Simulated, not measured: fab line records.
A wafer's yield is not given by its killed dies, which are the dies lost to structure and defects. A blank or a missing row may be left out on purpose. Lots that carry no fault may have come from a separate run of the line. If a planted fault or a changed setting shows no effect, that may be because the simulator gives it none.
What tool caused it? / flow nand_harc / Sampling: 6 lots, 18 wafers, 3 of 1159 route steps

WHAT EACH GAUGE READ, for each wafer
NHARC_P_M2_CD_MEAS_09: target cd 170 nm.
lot=L405; measured=day 6 12:19; on=cd_sem-02; cd_nm (nm)=170.3 170.2 171.3
lot=L407; measured=day 6 20:28; on=cd_sem-03; cd_nm (nm)=170.5 170.0 170.8
lot=L413; measured=day 8 14:51; on=cd_sem-02; cd_nm (nm)=169.3 169.0 170.6
lot=L417; measured=day 9 05:50; on=cd_sem-03; cd_nm (nm)=170.0 169.6 169.3
lot=L423; measured=day 11 01:40; on=cd_sem-03; cd_nm (nm)=169.2 170.2 170.5
lot=L427; measured=day 11 15:14; on=cd_sem-01; cd_nm (nm)=169.7 172.7 169.1

WHICH TOOL RAN EACH LOT (tool, then ch and the chambers of the sampled wafers, then the start)
lot=L405; NHARC_P_M1_PVD_21=pvd_sputter-03, day 6 12:11 or earlier; NHARC_P_M2_EXPOSE_06=arfi_scanner-03 ch 0, day 6 12:11
lot=L407; NHARC_P_M1_PVD_21=pvd_sputter-03, day 6 20:20 or earlier; NHARC_P_M2_EXPOSE_06=arfi_scanner-01 ch 0, day 6 20:20
lot=L413; NHARC_P_M1_PVD_21=pvd_sputter-02, day 8 14:43 or earlier; NHARC_P_M2_EXPOSE_06=arfi_scanner-03 ch 0, day 8 14:43
lot=L417; NHARC_P_M1_PVD_21=pvd_sputter-03, day 9 05:41 or earlier; NHARC_P_M2_EXPOSE_06=arfi_scanner-03 ch 0, day 9 05:41
lot=L423; NHARC_P_M1_PVD_21=pvd_sputter-02, day 11 01:31 or earlier; NHARC_P_M2_EXPOSE_06=arfi_scanner-01 ch 0, day 11 01:31
lot=L427; NHARC_P_M1_PVD_21=pvd_sputter-02, day 11 15:05 or earlier; NHARC_P_M2_EXPOSE_06=arfi_scanner-03 ch 0, day 11 15:05
- NHARC_P_M1_PVD_21: deposits Cu, target thk 30 nm, time 20.49 s.
- NHARC_P_M2_EXPOSE_06: exposes mask P M2, target cd 170 nm.

THE ANSWER, worked out from the rows above alone
Rule: the lots themselves supply what counts as usual. Put in order of their means at a reading, lots are off if they are a third of the lots or fewer, leave a main group of 4 or more, and stand apart from it by a gap of 3 or more times the standard deviation of the main group's means; of several such gaps the widest counts. Not used: any main group whose means are identical at the precision the tables above print for the reading. Also off: a lot with no number at a reading for which 4 or more lots have one. Any other lot the step has rows for is counted as sound.
Across all readings shown, no lot is off: no conclusion can be drawn from this.

WHAT THE SIMULATOR PUT IN
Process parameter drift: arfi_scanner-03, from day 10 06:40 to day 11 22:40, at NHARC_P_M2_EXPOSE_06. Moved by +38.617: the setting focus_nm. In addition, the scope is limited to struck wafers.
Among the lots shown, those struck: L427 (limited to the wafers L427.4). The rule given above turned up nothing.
